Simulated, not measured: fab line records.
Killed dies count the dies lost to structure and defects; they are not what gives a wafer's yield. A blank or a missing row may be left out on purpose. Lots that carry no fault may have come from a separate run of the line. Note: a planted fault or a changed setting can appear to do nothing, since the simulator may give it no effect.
The tool behind it: which one? + flow n5 finfet + 66 wafers from 22 lots sampled at 6 of the route's 1938 steps

WHAT THE GAUGES SHOWED, per wafer
The record lacks any reading of a measuring or inspecting step that a usual standard deviation could be used to judge.

TOOL THAT RAN EACH LOT (tool first, then ch and the chambers of the sampled wafers, then the start)
| lot  | N5_HKMG_FIN_HK_ANNEAL_02        | N5_HKMG_FIN_ALD_75              | N5_HKMG_FIN_STRIP_57              | N5_HKMG_FIN_STRIP_93              | N5_HKMG_FIN_ETCH_35               | N5_GATE_CUT_SAC_CAP_01            |
|------|---------------------------------|---------------------------------|-----------------------------------|-----------------------------------|-----------------------------------|-----------------------------------|
| L074 | rtp anneal-01 ch 0, day 4 03:17 | ald hk-02 ch 1,2, day 4 03:34   | rie diel-03 ch 1,2, day 4 04:25   | rie diel-03 ch 1,2, day 4 04:51   | rie diel-05 ch 0,2, day 4 07:53   | ald sin-02 ch 1,2, day 4 12:40    |
| L076 | rtp anneal-01 ch 0, day 4 10:50 | ald hk-01 ch 2,3, day 4 11:05   | rie diel-03 ch 0,2, day 4 11:51   | rie diel-03 ch 0,2, day 4 12:18   | rie diel-05 ch 0,2,3, day 4 15:16 | ald sin-03 ch 0,1, day 4 21:16    |
| L077 | rtp anneal-01 ch 0, day 4 22:37 | ald hk-03 ch 0,3, day 4 22:49   | rie diel-03 ch 0,1,2, day 4 23:40 | rie diel-03 ch 0,1,2, day 5 00:08 | rie diel-04 ch 2,3, day 5 03:03   | ald sin-02 ch 1,2,3, day 5 08:04  |
| L079 | rtp anneal-01 ch 0, day 5 10:10 | ald hk-02 ch 0,1, day 5 10:26   | rie diel-03 ch 0,1,3, day 5 11:31 | rie diel-03 ch 0,1,3, day 5 11:58 | rie diel-03 ch 0,2,3, day 5 14:57 | ald sin-02 ch 0,1,3, day 5 19:49  |
| L080 | rtp anneal-01 ch 0, day 5 10:19 | ald hk-03 ch 0,1,2, day 5 10:37 | rie diel-05 ch 0,1,3, day 5 11:35 | rie diel-05 ch 0,1,3, day 5 12:02 | rie diel-03 ch 1,2,3, day 5 15:28 | ald sin-03 ch 0,1,3, day 5 20:26  |
| L081 | rtp anneal-02 ch 0, day 5 17:25 | ald hk-03 ch 0,3, day 5 17:38   | rie diel-05 ch 0,1,2, day 5 18:38 | rie diel-05 ch 0,1,2, day 5 19:05 | rie diel-03 ch 2,3, day 5 22:14   | ald sin-02 ch 0,1, day 6 03:12    |
| L082 | rtp anneal-01 ch 0, day 5 22:47 | ald hk-02 ch 0,1,3, day 5 23:05 | rie diel-04 ch 0,2, day 6 00:53   | rie diel-04 ch 0,2, day 6 01:19   | rie diel-04 ch 0,3, day 6 04:16   | ald sin-02 ch 0,1,2, day 6 09:25  |
| L083 | rtp anneal-01 ch 0, day 6 06:02 | ald hk-01 ch 0,2,3, day 6 06:20 | rie diel-05 ch 0,1,3, day 6 07:10 | rie diel-05 ch 0,1,3, day 6 07:37 | rie diel-04 ch 0,3, day 6 10:40   | ald sin-04 ch 1,2,3, day 6 15:28  |
| L084 | rtp anneal-02 ch 0, day 6 15:46 | ald hk-03 ch 0,2,3, day 6 16:04 | rie diel-04 ch 0,2,3, day 6 17:00 | rie diel-04 ch 0,2,3, day 6 17:26 | rie diel-03 ch 1,3, day 6 20:25   | ald sin-02 ch 0,1,2, day 7 01:50  |
| L085 | rtp anneal-01 ch 0, day 6 17:22 | ald hk-02 ch 0,2, day 6 17:38   | rie diel-04 ch 0,2, day 6 18:29   | rie diel-04 ch 0,2, day 6 18:55   | rie diel-03 ch 1,3, day 6 21:56   | ald sin-03 ch 0,2,3, day 7 03:18  |
| L086 | rtp anneal-01 ch 0, day 7 04:27 | ald hk-02 ch 0,1,2, day 7 04:44 | rie diel-05 ch 0,1,2, day 7 05:28 | rie diel-05 ch 0,1,2, day 7 05:54 | rie diel-05 ch 1,2,3, day 7 08:53 | ald sin-04 ch 0,1,2, day 7 13:47  |
| L087 | rtp anneal-01 ch 0, day 7 04:58 | ald hk-01 ch 0,1,3, day 7 05:15 | rie diel-03 ch 1,3, day 7 05:58   | rie diel-03 ch 1,3, day 7 06:25   | rie diel-05 ch 1,2,3, day 7 09:23 | ald sin-02 ch 0,1,3, day 7 14:23  |
| L088 | rtp anneal-02 ch 0, day 7 15:04 | ald hk-02 ch 0,2,3, day 7 15:21 | rie diel-04 ch 0,2,3, day 7 16:04 | rie diel-04 ch 0,2,3, day 7 16:31 | rie diel-05 ch 0,1,2, day 7 20:14 | ald sin-03 ch 1,2,3, day 8 01:29  |
| L089 | rtp anneal-02 ch 0, day 7 23:19 | ald hk-02 ch 0,1, day 7 23:37   | rie diel-04 ch 0,3, day 8 00:27   | rie diel-04 ch 0,3, day 8 00:54   | rie diel-05 ch 1,2, day 8 03:59   | ald sin-04 ch 1,3, day 8 08:50    |
| L091 | rtp anneal-02 ch 0, day 8 06:58 | ald hk-03 ch 0,2,3, day 8 07:16 | rie diel-05 ch 0,2,3, day 8 08:07 | rie diel-05 ch 0,2,3, day 8 08:34 | rie diel-05 ch 1,2,3, day 8 11:33 | ald sin-02 ch 0,2,3, day 8 16:37  |
| L090 | rtp anneal-02 ch 0, day 8 12:02 | ald hk-03 ch 0,1,2, day 8 12:19 | rie diel-03 ch 0,2,3, day 8 13:10 | rie diel-03 ch 0,2,3, day 8 13:36 | rie diel-03 ch 0,1,2, day 8 16:56 | ald sin-02 ch 0,2, day 8 22:05    |
| L092 | rtp anneal-01 ch 0, day 8 15:11 | ald hk-02 ch 1,2, day 8 15:27   | rie diel-05 ch 1,2, day 8 16:17   | rie diel-05 ch 1,2, day 8 16:44   | rie diel-03 ch 0,3, day 8 19:59   | ald sin-04 ch 1,2, day 9 01:22    |
| L093 | rtp anneal-01 ch 0, day 8 17:59 | ald hk-01 ch 1,2,3, day 8 18:17 | rie diel-05 ch 0,1,2, day 8 18:59 | rie diel-05 ch 0,1,2, day 8 19:26 | rie diel-03 ch 0,2,3, day 8 22:32 | ald sin-02 ch 1,2,3, day 9 03:37  |
| L094 | rtp anneal-01 ch 0, day 9 02:25 | ald hk-01 ch 0,1,2, day 9 02:41 | rie diel-05 ch 0,1,3, day 9 03:23 | rie diel-05 ch 0,1,3, day 9 03:50 | rie diel-05 ch 0,2,3, day 9 06:47 | ald sin-03 ch 1,2,3, day 9 11:58  |
| L095 | rtp anneal-02 ch 0, day 9 05:24 | ald hk-01 ch 0,1,2, day 9 05:41 | rie diel-04 ch 0,1,3, day 9 06:37 | rie diel-04 ch 0,1,3, day 9 07:04 | rie diel-05 ch 0,1,3, day 9 10:10 | ald sin-03 ch 0,1,2, day 9 15:07  |
| L096 | rtp anneal-02 ch 0, day 9 14:38 | ald hk-01 ch 0,3, day 9 14:56   | rie diel-04 ch 0,1, day 9 15:46   | rie diel-04 ch 0,1, day 9 16:13   | rie diel-03 ch 0,2, day 9 19:15   | ald sin-04 ch 1,3, day 10 00:41   |
| L097 | rtp anneal-01 ch 0, day 9 17:40 | ald hk-03 ch 0,1, day 9 17:58   | rie diel-04 ch 1,3, day 9 18:49   | rie diel-04 ch 1,3, day 9 19:15   | rie diel-04 ch 0,1, day 9 22:28   | ald sin-03 ch 0,1,3, day 10 03:14 |
- N5_HKMG_FIN_HK_ANNEAL_02: time 30 s.
- N5_HKMG_FIN_ALD_75: deposits Al2O3, target thk 1 nm, co reactant pulse time 1 s.
- N5_HKMG_FIN_STRIP_57: strips in CF4.
- N5_HKMG_FIN_STRIP_93: strips SOC in N2/H2, time 20 s.
- N5_HKMG_FIN_ETCH_35: etches SOC in N2/H2, target depth 215.8 nm, time 243.4 s.
- N5_GATE_CUT_SAC_CAP_01: material SiNx, target thk 24 nm, pulse time 1 s, ald cycles 480.

AS READ BY THE TOOLS THEMSELVES (means over the sampled wafers that have a number; for cases with no such wafer, the mark the record gives instead)
N5_HKMG_FIN_HK_ANNEAL_02.
| lot  | tool          | lamp power pct (%) | lamp_zone_4_pct (%) | wafer_temp_C_max |
|------|---------------|--------------------|---------------------|------------------|
| L074 | rtp anneal-01 | 8.80               | 8.790               | 703.1            |
| L076 | rtp anneal-01 | 8.80               | 8.796               | 702.6            |
| L077 | rtp anneal-01 | 8.82               | 8.790               | 703.2            |
| L079 | rtp anneal-01 | 8.80               | 8.791               | 703.0            |
| L080 | rtp anneal-01 | 8.83               | 8.791               | 702.9            |
| L081 | rtp anneal-02 | 8.76               | 8.793               | 703.4            |
| L082 | rtp anneal-01 | 8.81               | 8.789               | 703.7            |
| L083 | rtp anneal-01 | 8.81               | 8.798               | 702.7            |
| L084 | rtp anneal-02 | 8.79               | 8.794               | 702.4            |
| L085 | rtp anneal-01 | 8.81               | 8.796               | 702.9            |
| L086 | rtp anneal-01 | 8.81               | 8.790               | 702.4            |
| L087 | rtp anneal-01 | 8.81               | 8.783               | 703.0            |
| L088 | rtp anneal-02 | 8.76               | 8.797               | 703.4            |
| L089 | rtp anneal-02 | 8.79               | 8.800               | 702.6            |
| L091 | rtp anneal-02 | 8.80               | 8.793               | 702.7            |
| L090 | rtp anneal-02 | 8.74               | 8.795               | 702.8            |
| L092 | rtp anneal-01 | 8.85               | 8.789               | 702.2            |
| L093 | rtp anneal-01 | 8.79               | 8.796               | 702.6            |
| L094 | rtp anneal-01 | 8.84               | 8.797               | 702.8            |
| L095 | rtp anneal-02 | 8.79               | 8.796               | 703.4            |
| L096 | rtp anneal-02 | 8.75               | 8.801               | 703.2            |
| L097 | rtp anneal-01 | 8.76               | 8.801               | 703.1            |

N5_HKMG_FIN_ALD_75.
| lot  | tool      | heater power w (W) | precursor pulse height rel |
|------|-----------|--------------------|----------------------------|
| L074 | ald hk-02 | 169                | 0.986                      |
| L076 | ald hk-01 | 168                | 0.996                      |
| L077 | ald hk-03 | 149                | 1.006                      |
| L079 | ald hk-02 | 145                | 1.009                      |
| L080 | ald hk-03 | 148                | 1.013                      |
| L081 | ald hk-03 | 151                | 1.000                      |
| L082 | ald hk-02 | 151                | 0.993                      |
| L083 | ald hk-01 | 168                | 1.001                      |
| L084 | ald hk-03 | 141                | 0.989                      |
| L085 | ald hk-02 | 142                | 1.019                      |
| L086 | ald hk-02 | 156                | 0.984                      |
| L087 | ald hk-01 | 159                | 0.983                      |
| L088 | ald hk-02 | 146                | 0.981                      |
| L089 | ald hk-02 | 161                | 1.000                      |
| L091 | ald hk-03 | 144                | 0.995                      |
| L090 | ald hk-03 | 149                | 1.008                      |
| L092 | ald hk-02 | 165                | 1.007                      |
| L093 | ald hk-01 | 159                | 0.975                      |
| L094 | ald hk-01 | 163                | 1.015                      |
| L095 | ald hk-01 | 164                | 0.997                      |
| L096 | ald hk-01 | 169                | 0.999                      |
| L097 | ald hk-03 | 152                | 1.002                      |

N5_HKMG_FIN_STRIP_57.
| lot  | tool        | drypump motor current A (A) | oes product au (a.u.) | power w (W) | rf vpp V (V) | showerhead plenum p Torr (Torr) | throttle valve pct (%) |
|------|-------------|-----------------------------|-----------------------|-------------|--------------|---------------------------------|------------------------|
| L074 | rie diel-03 | 4.8                         | 0.90                  | 300.3       | 271.1        | 1.75                            | 13.42                  |
| L076 | rie diel-03 | 5.3                         | 0.82                  | 300.2       | 270.5        | 1.74                            | 13.53                  |
| L077 | rie diel-03 | 5.2                         | 0.81                  | 299.9       | 269.1        | 1.73                            | 13.59                  |
| L079 | rie diel-03 | 5.2                         | 0.83                  | 300.9       | 270.1        | 1.74                            | 13.55                  |
| L080 | rie diel-05 | 5.4                         | 0.83                  | 300.1       | 272.3        | 1.83                            | 13.50                  |
| L081 | rie diel-05 | 5.7                         | 0.84                  | 299.6       | 271.4        | 1.85                            | 13.46                  |
| L082 | rie diel-04 | 5.8                         | 0.73                  | 299.5       | 269.7        | 1.77                            | 13.85                  |
| L083 | rie diel-05 | 5.4                         | 0.83                  | 299.0       | 271.4        | 1.82                            | 13.52                  |
| L084 | rie diel-04 | 5.8                         | 0.73                  | 301.5       | 270.4        | 1.79                            | 13.86                  |
| L085 | rie diel-04 | 5.8                         | 0.71                  | 299.1       | 270.1        | 1.77                            | 13.88                  |
| L086 | rie diel-05 | 5.7                         | 0.82                  | 299.6       | 272.2        | 1.84                            | 13.50                  |
| L087 | rie diel-03 | 5.0                         | 0.87                  | 300.2       | 269.9        | 1.76                            | 13.37                  |
| L088 | rie diel-04 | 5.8                         | 0.72                  | 299.6       | 270.6        | 1.79                            | 13.86                  |
| L089 | rie diel-04 | 6.2                         | 0.74                  | 299.6       | 272.5        | 1.84                            | 13.88                  |
| L091 | rie diel-05 | 5.8                         | 0.84                  | 299.5       | 271.0        | 1.81                            | 13.36                  |
| L090 | rie diel-03 | 5.3                         | 0.88                  | 300.0       | 271.8        | 1.80                            | 13.38                  |
| L092 | rie diel-05 | 6.2                         | 0.79                  | 299.5       | 271.5        | 1.83                            | 13.51                  |
| L093 | rie diel-05 | 5.7                         | 0.80                  | 300.4       | 271.7        | 1.84                            | 13.53                  |
| L094 | rie diel-05 | 5.4                         | 0.80                  | 299.7       | 271.1        | 1.82                            | 13.56                  |
| L095 | rie diel-04 | 6.2                         | 0.78                  | 299.8       | 271.6        | 1.82                            | 13.64                  |
| L096 | rie diel-04 | 6.2                         | 0.77                  | 298.5       | 271.0        | 1.79                            | 13.66                  |
| L097 | rie diel-04 | 6.3                         | 0.83                  | 299.4       | 271.8        | 1.84                            | 13.36                  |

N5_HKMG_FIN_STRIP_93.
| lot  | tool        | drypump motor current A (A) | oes product au (a.u.) | power w (W) | rf vpp V (V) | showerhead plenum p Torr (Torr) | throttle valve pct (%) |
|------|-------------|-----------------------------|-----------------------|-------------|--------------|---------------------------------|------------------------|
| L074 | rie diel-03 | 4.8                         | 0.92                  | 501.6       | 54.9         | 3.31                            | 19.6                   |
| L076 | rie diel-03 | 5.3                         | 0.84                  | 497.5       | 54.0         | 3.28                            | 19.3                   |
| L077 | rie diel-03 | 5.2                         | 0.82                  | 500.6       | 54.2         | 3.27                            | 19.5                   |
| L079 | rie diel-03 | 5.2                         | 0.85                  | 500.7       | 53.5         | 3.25                            | 19.3                   |
| L080 | rie diel-05 | 5.4                         | 0.86                  | 500.3       | 53.8         | 3.41                            | 19.1                   |
| L081 | rie diel-05 | 5.7                         | 0.86                  | 500.2       | 54.2         | 3.45                            | 19.0                   |
| L082 | rie diel-04 | 5.8                         | 0.73                  | 499.1       | 54.3         | 3.28                            | 19.1                   |
| L083 | rie diel-05 | 5.4                         | 0.85                  | 499.3       | 54.3         | 3.41                            | 19.1                   |
| L084 | rie diel-04 | 5.8                         | 0.73                  | 499.3       | 53.8         | 3.33                            | 19.1                   |
| L085 | rie diel-04 | 5.8                         | 0.72                  | 501.1       | 53.8         | 3.28                            | 19.2                   |
| L086 | rie diel-05 | 5.7                         | 0.83                  | 500.4       | 54.8         | 3.45                            | 19.1                   |
| L087 | rie diel-03 | 5.0                         | 0.87                  | 499.3       | 53.9         | 3.28                            | 19.1                   |
| L088 | rie diel-04 | 5.8                         | 0.72                  | 500.1       | 54.0         | 3.33                            | 19.1                   |
| L089 | rie diel-04 | 6.2                         | 0.75                  | 501.0       | 54.8         | 3.43                            | 19.3                   |
| L091 | rie diel-05 | 5.8                         | 0.86                  | 499.9       | 55.5         | 3.37                            | 18.9                   |
| L090 | rie diel-03 | 5.3                         | 0.90                  | 500.5       | 53.6         | 3.38                            | 19.0                   |
| L092 | rie diel-05 | 6.2                         | 0.82                  | 500.4       | 54.5         | 3.43                            | 18.9                   |
| L093 | rie diel-05 | 5.7                         | 0.82                  | 499.9       | 54.5         | 3.44                            | 19.1                   |
| L094 | rie diel-05 | 5.4                         | 0.81                  | 498.3       | 53.9         | 3.39                            | 19.1                   |
| L095 | rie diel-04 | 6.2                         | 0.79                  | 499.4       | 53.7         | 3.42                            | 19.0                   |
| L096 | rie diel-04 | 6.2                         | 0.78                  | 498.8       | 53.3         | 3.36                            | 19.1                   |
| L097 | rie diel-04 | 6.2                         | 0.84                  | 501.6       | 54.8         | 3.45                            | 18.6                   |

N5_HKMG_FIN_ETCH_35.
| lot  | tool        | drypump motor current A (A) | oes product au (a.u.) | rf vpp V (V) | showerhead plenum p Torr (Torr) | throttle valve pct (%) |
|------|-------------|-----------------------------|-----------------------|--------------|---------------------------------|------------------------|
| L074 | rie diel-05 | 5.6                         | 0.94                  | 141.6        | 2.61                            | 17.64                  |
| L076 | rie diel-05 | 5.8                         | 0.92                  | 141.7        | 2.57                            | 17.61                  |
| L077 | rie diel-04 | 5.8                         | 0.75                  | 142.3        | 2.57                            | 17.92                  |
| L079 | rie diel-03 | 5.3                         | 0.85                  | 140.9        | 2.47                            | 17.89                  |
| L080 | rie diel-03 | 5.0                         | 0.91                  | 141.0        | 2.50                            | 17.86                  |
| L081 | rie diel-03 | 5.1                         | 0.91                  | 141.1        | 2.49                            | 17.82                  |
| L082 | rie diel-04 | 6.2                         | 0.76                  | 143.0        | 2.61                            | 18.07                  |
| L083 | rie diel-04 | 6.2                         | 0.75                  | 141.9        | 2.61                            | 18.08                  |
| L084 | rie diel-03 | 5.0                         | 0.89                  | 141.2        | 2.48                            | 17.71                  |
| L085 | rie diel-03 | 4.8                         | 0.89                  | 140.8        | 2.49                            | 17.92                  |
| L086 | rie diel-05 | 5.9                         | 0.82                  | 142.0        | 2.57                            | 17.76                  |
| L087 | rie diel-05 | 5.9                         | 0.83                  | 141.0        | 2.57                            | 17.77                  |
| L088 | rie diel-05 | 5.7                         | 0.83                  | 142.0        | 2.61                            | 17.83                  |
| L089 | rie diel-05 | 6.2                         | 0.82                  | 142.6        | 2.61                            | 17.80                  |
| L091 | rie diel-05 | 5.9                         | 0.82                  | 141.4        | 2.57                            | 17.79                  |
| L090 | rie diel-03 | 5.2                         | 0.89                  | 141.6        | 2.56                            | 17.98                  |
| L092 | rie diel-03 | 5.3                         | 0.91                  | 142.1        | 2.55                            | 17.60                  |
| L093 | rie diel-03 | 5.3                         | 0.89                  | 141.7        | 2.56                            | 17.78                  |
| L094 | rie diel-05 | 5.8                         | 0.85                  | 141.0        | 2.55                            | 17.68                  |
| L095 | rie diel-05 | 5.4                         | 0.81                  | 141.9        | 2.57                            | 17.84                  |
| L096 | rie diel-03 | 5.5                         | 0.90                  | 141.6        | 2.64                            | 17.86                  |
| L097 | rie diel-04 | 6.2                         | 0.77                  | 141.7        | 2.54                            | 17.93                  |

N5_GATE_CUT_SAC_CAP_01.
| lot  | tool       | heater power w (W) | precursor pulse height rel |
|------|------------|--------------------|----------------------------|
| L074 | ald sin-02 | 982                | 0.982                      |
| L076 | ald sin-03 | 799                | 0.989                      |
| L077 | ald sin-02 | 954                | 1.004                      |
| L079 | ald sin-02 | 871                | 1.000                      |
| L080 | ald sin-03 | 837                | 1.003                      |
| L081 | ald sin-02 | 850                | 1.009                      |
| L082 | ald sin-02 | 910                | 1.009                      |
| L083 | ald sin-04 | 816                | 0.981                      |
| L084 | ald sin-02 | 914                | 0.987                      |
| L085 | ald sin-03 | 847                | 1.007                      |
| L086 | ald sin-04 | 770                | 0.991                      |
| L087 | ald sin-02 | 880                | 1.001                      |
| L088 | ald sin-03 | 848                | 0.986                      |
| L089 | ald sin-04 | 813                | 0.988                      |
| L091 | ald sin-02 | 879                | 0.993                      |
| L090 | ald sin-02 | 915                | 1.001                      |
| L092 | ald sin-04 | 772                | 1.003                      |
| L093 | ald sin-02 | 971                | 0.988                      |
| L094 | ald sin-03 | 843                | 0.995                      |
| L095 | ald sin-03 | 802                | 1.013                      |
| L096 | ald sin-04 | 887                | 1.018                      |
| L097 | ald sin-03 | 835                | 1.001                      |

THE ANSWER, worked out from the rows above alone
Rule: the usual values come from the lots themselves. The widest of any qualifying gaps counts: lots, ordered by their means at a reading, are off when they make up no more than a third of the lots, leave a main group of 4 or more, and stand apart from it by 3 or more times the standard deviation of that group's means. Not used: any main group whose means are identical at the precision the tables above print for the reading. Also off: a lot with no number at a reading for which 4 or more lots have one. Any other lot the step has rows for is counted as sound. After the gauges, taken in route order, come the tools' own readings; for these a lot's mean is taken, as printed above. At the first step where some lot is off, the reading lying furthest off is the one used; lots without a number count as furthest.
Nothing can be told from this: no lot is off at any reading shown.

WHAT WAS PUT IN BY THE SIMULATOR
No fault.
